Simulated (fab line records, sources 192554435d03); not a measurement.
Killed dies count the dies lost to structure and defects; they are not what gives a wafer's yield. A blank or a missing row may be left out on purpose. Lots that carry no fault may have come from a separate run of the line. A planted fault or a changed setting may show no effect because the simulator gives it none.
Split-lot study / flow n5Finfet / route with 1938 steps; 7 lots, 39 wafers read

## ON THE SPLIT
At N5_BEOL_M11_TRENCH_ETCH_37 (etches SiCOH lowk in C4F6/O2, target depth 148.83 nm, time 48 s), the setting timeS was moved away from the recipe's 48 s on 15 of the 39 wafers read, by -57.7% to +30.6%. This setting was run at the recipe's value on the other wafers.

## FROM THE SPLIT TO THE READING: what the file shows between them, 11 steps
- N5_BEOL_M11_ETCH_41: etches SiCN in CH3F/O2, target depth 42.6 nm, time 86 s
- N5_BEOL_M11_STRIP_77: strips in N2/H2, time 10 s
- N5_BEOL_M11_OCD_MEAS_38
- N5_BEOL_M11_HM_STRIP_39: strips TiN in peroxide tin strip, target depth 25 nm, time 158 s
- N5_BEOL_M11_SRD_40: time 30 s
- N5_BEOL_M11_ECD_50: material Cu, target thk 318 nm
- N5_BEOL_M11_ANNEAL_51: time 90 s
- N5_BEOL_M11_CMP_52: polishes, stops on SiCOH lowk, t overpolish 7 s, target thk 140 nm
- N5_BEOL_M11_THK_MEAS_53: measures by xrf
- N5_BEOL_M11_PRE_CLEAN_55: time 15 s
- N5_BEOL_M11_DEP_56: deposits SiCN from 3MS/NH3, target thk 30 nm, time 10.5 s

## THE READING
M11_RS, in ohm/sq, at N5_BEOL_M11_RS_MEAS_57 (measures by four-point-probe). A value of 0.154 ohm/sq with a standard deviation of 0.0033 ohm/sq is what fault-free wafers of this fab line usually give.

wafer=L075.1; tool, chamber at the split=rieDiel-04, 3; timeS as run, s=20.3; against the recipe=-57.7%; M11_RS, ohm/sq=0.474; against lot-mates on the recipe=+0.317
wafer=L075.2; tool, chamber at the split=rieDiel-04, 0; timeS as run, s=48; against the recipe=recipe; M11_RS, ohm/sq=0.159; against lot-mates on the recipe=-
wafer=L075.3; tool, chamber at the split=rieDiel-04, 2; timeS as run, s=20.3; against the recipe=-57.7%; M11_RS, ohm/sq=0.466; against lot-mates on the recipe=+0.309
wafer=L075.4; tool, chamber at the split=rieDiel-04, 1; timeS as run, s=20.3; against the recipe=-57.7%; M11_RS, ohm/sq=0.473; against lot-mates on the recipe=+0.316
wafer=L075.5; tool, chamber at the split=rieDiel-04, 3; timeS as run, s=48; against the recipe=recipe; M11_RS, ohm/sq=0.155; against lot-mates on the recipe=-
wafer=L075.6; tool, chamber at the split=rieDiel-04, 2; timeS as run, s=48; against the recipe=recipe; M11_RS, ohm/sq=0.156; against lot-mates on the recipe=-
wafer=L078.1; tool, chamber at the split=rieDiel-04, 1; timeS as run, s=60.42; against the recipe=+25.9%; M11_RS, ohm/sq=0.117; against lot-mates on the recipe=-0.037
wafer=L078.2; tool, chamber at the split=rieDiel-04, 0; timeS as run, s=48; against the recipe=recipe; M11_RS, ohm/sq=0.156; against lot-mates on the recipe=-
wafer=L078.3; tool, chamber at the split=rieDiel-04, 3; timeS as run, s=48; against the recipe=recipe; M11_RS, ohm/sq=0.153; against lot-mates on the recipe=-
wafer=L078.4; tool, chamber at the split=rieDiel-04, 2; timeS as run, s=60.42; against the recipe=+25.9%; M11_RS, ohm/sq=0.116; against lot-mates on the recipe=-0.038
wafer=L078.5; tool, chamber at the split=rieDiel-04, 0; timeS as run, s=48; against the recipe=recipe; M11_RS, ohm/sq=0.154; against lot-mates on the recipe=-
wafer=L078.6; tool, chamber at the split=rieDiel-04, 1; timeS as run, s=60.42; against the recipe=+25.9%; M11_RS, ohm/sq=0.119; against lot-mates on the recipe=-0.035
wafer=L085.1; tool, chamber at the split=rieDiel-04, 0; timeS as run, s=48; against the recipe=recipe; M11_RS, ohm/sq=0.155; against lot-mates on the recipe=-
wafer=L085.2; tool, chamber at the split=rieDiel-04, 1; timeS as run, s=48; against the recipe=recipe; M11_RS, ohm/sq=0.156; against lot-mates on the recipe=-
wafer=L085.3; tool, chamber at the split=rieDiel-04, 0; timeS as run, s=62.67; against the recipe=+30.6%; M11_RS, ohm/sq=0.115; against lot-mates on the recipe=-0.040
wafer=L085.4; tool, chamber at the split=rieDiel-04, 1; timeS as run, s=62.67; against the recipe=+30.6%; M11_RS, ohm/sq=0.112; against lot-mates on the recipe=-0.043
wafer=L085.5; tool, chamber at the split=rieDiel-04, 0; timeS as run, s=62.67; against the recipe=+30.6%; M11_RS, ohm/sq=0.115; against lot-mates on the recipe=-0.040
wafer=L085.6; tool, chamber at the split=rieDiel-04, 1; timeS as run, s=48; against the recipe=recipe; M11_RS, ohm/sq=0.155; against lot-mates on the recipe=-
wafer=L090.1; tool, chamber at the split=rieDiel-04, 3; timeS as run, s=55.43; against the recipe=+15.5%; M11_RS, ohm/sq=0.132; against lot-mates on the recipe=-0.026
wafer=L090.2; tool, chamber at the split=rieDiel-04, 2; timeS as run, s=55.43; against the recipe=+15.5%; M11_RS, ohm/sq=0.130; against lot-mates on the recipe=-0.028
wafer=L090.3; tool, chamber at the split=rieDiel-04, 1; timeS as run, s=48; against the recipe=recipe; M11_RS, ohm/sq=0.157; against lot-mates on the recipe=-
wafer=L090.4; tool, chamber at the split=rieDiel-04, 1; timeS as run, s=48; against the recipe=recipe; M11_RS, ohm/sq=0.159; against lot-mates on the recipe=-
wafer=L090.5; tool, chamber at the split=rieDiel-04, 3; timeS as run, s=55.43; against the recipe=+15.5%; M11_RS, ohm/sq=0.130; against lot-mates on the recipe=-0.028
wafer=L090.6; tool, chamber at the split=rieDiel-04, 2; timeS as run, s=48; against the recipe=recipe; M11_RS, ohm/sq=0.158; against lot-mates on the recipe=-
wafer=L087.2; tool, chamber at the split=rieDiel-02, 2; timeS as run, s=48; against the recipe=recipe; M11_RS, ohm/sq=0.157; against lot-mates on the recipe=-
wafer=L087.4; tool, chamber at the split=rieDiel-02, 0; timeS as run, s=48; against the recipe=recipe; M11_RS, ohm/sq=0.150; against lot-mates on the recipe=-
wafer=L087.6; tool, chamber at the split=rieDiel-02, 0; timeS as run, s=48; against the recipe=recipe; M11_RS, ohm/sq=0.148; against lot-mates on the recipe=-
wafer=L091.1; tool, chamber at the split=rieDiel-04, 3; timeS as run, s=48; against the recipe=recipe; M11_RS, ohm/sq=0.152; against lot-mates on the recipe=-
wafer=L091.2; tool, chamber at the split=rieDiel-04, 1; timeS as run, s=48; against the recipe=recipe; M11_RS, ohm/sq=0.160; against lot-mates on the recipe=-
wafer=L091.3; tool, chamber at the split=rieDiel-04, 2; timeS as run, s=40.31; against the recipe=-16.0%; M11_RS, ohm/sq=0.190; against lot-mates on the recipe=+0.034
wafer=L091.4; tool, chamber at the split=rieDiel-04, 1; timeS as run, s=40.31; against the recipe=-16.0%; M11_RS, ohm/sq=0.193; against lot-mates on the recipe=+0.037
wafer=L091.5; tool, chamber at the split=rieDiel-04, 2; timeS as run, s=48; against the recipe=recipe; M11_RS, ohm/sq=0.155; against lot-mates on the recipe=-
wafer=L091.6; tool, chamber at the split=rieDiel-04, 3; timeS as run, s=40.31; against the recipe=-16.0%; M11_RS, ohm/sq=0.190; against lot-mates on the recipe=+0.034
wafer=L093.1; tool, chamber at the split=rieDiel-06, 3; timeS as run, s=48; against the recipe=recipe; M11_RS, ohm/sq=0.152; against lot-mates on the recipe=-
wafer=L093.2; tool, chamber at the split=rieDiel-06, 2; timeS as run, s=48; against the recipe=recipe; M11_RS, ohm/sq=0.155; against lot-mates on the recipe=-
wafer=L093.3; tool, chamber at the split=rieDiel-06, 1; timeS as run, s=48; against the recipe=recipe; M11_RS, ohm/sq=0.154; against lot-mates on the recipe=-
wafer=L093.4; tool, chamber at the split=rieDiel-06, 0; timeS as run, s=48; against the recipe=recipe; M11_RS, ohm/sq=0.148; against lot-mates on the recipe=-
wafer=L093.5; tool, chamber at the split=rieDiel-06, 0; timeS as run, s=48; against the recipe=recipe; M11_RS, ohm/sq=0.145; against lot-mates on the recipe=-
wafer=L093.6; tool, chamber at the split=rieDiel-06, 3; timeS as run, s=48; against the recipe=recipe; M11_RS, ohm/sq=0.153; against lot-mates on the recipe=-

FIT RESULTS
A straight line over all 39 wafers: M11_RS changes by -0.00394 ohm/sq for each +1% of timeS; r = -0.92; the points scatter about the line by 0.036 ohm/sq.
The same after taking each lot's own level away (the mean of its wafers on the recipe; 39 wafers): -0.00393 ohm/sq for each +1%; r = -0.92; scatter 0.036 ohm/sq.
According to that fit, moving timeS by its largest amount changes the reading by 0.23 ohm/sq.
Measured against the standard deviation above, the lots' own levels, which go from 0.1512 to 0.1580 ohm/sq, span 2.1 times it.
Consequently the slope shifts little with the lot-to-lot level, the two slopes agreeing.
Check: with one of the wafers moved furthest among these (-57.7%) left out of the fit, the line predicts +0.223 ohm/sq for it against its lot-mates. Against them it came out at +0.317 ohm/sq.

## THE WHOLE CHAIN: every reading that the file lists as answering this split, in the file's order
step=N5_BEOL_M11_TRENCH_ETCH_37; what it does=etches SiCOH lowk in C4F6/O2, target depth 148.83 nm, time 48 s; reading=etch.depthNm (the simulator's own value, which no gauge read); change (the file's fit)=+1.45 nm for each +1% of the setting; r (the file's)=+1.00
step=N5_BEOL_M11_TRENCH_ETCH_37; what it does=etches SiCOH lowk in C4F6/O2, target depth 148.83 nm, time 48 s; reading=BEOL_M11.featureDepthNm (the simulator's own value, which no gauge read); change (the file's fit)=+1.45 nm for each +1% of the setting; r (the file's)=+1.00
step=N5_BEOL_M11_TRENCH_ETCH_37; what it does=etches SiCOH lowk in C4F6/O2, target depth 148.83 nm, time 48 s; reading=TiN_of_BEOL_M11_HM_DEP_02.thkNm (the simulator's own value, which no gauge read); change (the file's fit)=-0.0405 nm for each +1% of the setting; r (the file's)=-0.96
step=N5_BEOL_M11_OCD_MEAS_38; what it does=; reading=trenchDepthNm; change (the file's fit)=+1.45 nm for each +1% of the setting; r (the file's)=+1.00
step=N5_BEOL_M11_CMP_52; what it does=polishes, stops on SiCOH lowk, t overpolish 7 s, target thk 140 nm; reading=Cu_of_BEOL_M11_ECD_50.thkNm (the simulator's own value, which no gauge read); change (the file's fit)=+1.45 nm for each +1% of the setting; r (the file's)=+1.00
step=N5_BEOL_M11_THK_MEAS_53; what it does=measures by xrf; reading=M11_THK; change (the file's fit)=+1.47 for each +1% of the setting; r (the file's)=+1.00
step=N5_BEOL_M11_RS_MEAS_57; what it does=measures by four-point-probe; reading=M11_RS; change (the file's fit)=-0.00393 for each +1% of the setting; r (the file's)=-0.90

## THE FILE'S OWN FIT
M11_RS changes by -0.00393 ohm/sq for each +1% of timeS, r = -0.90.
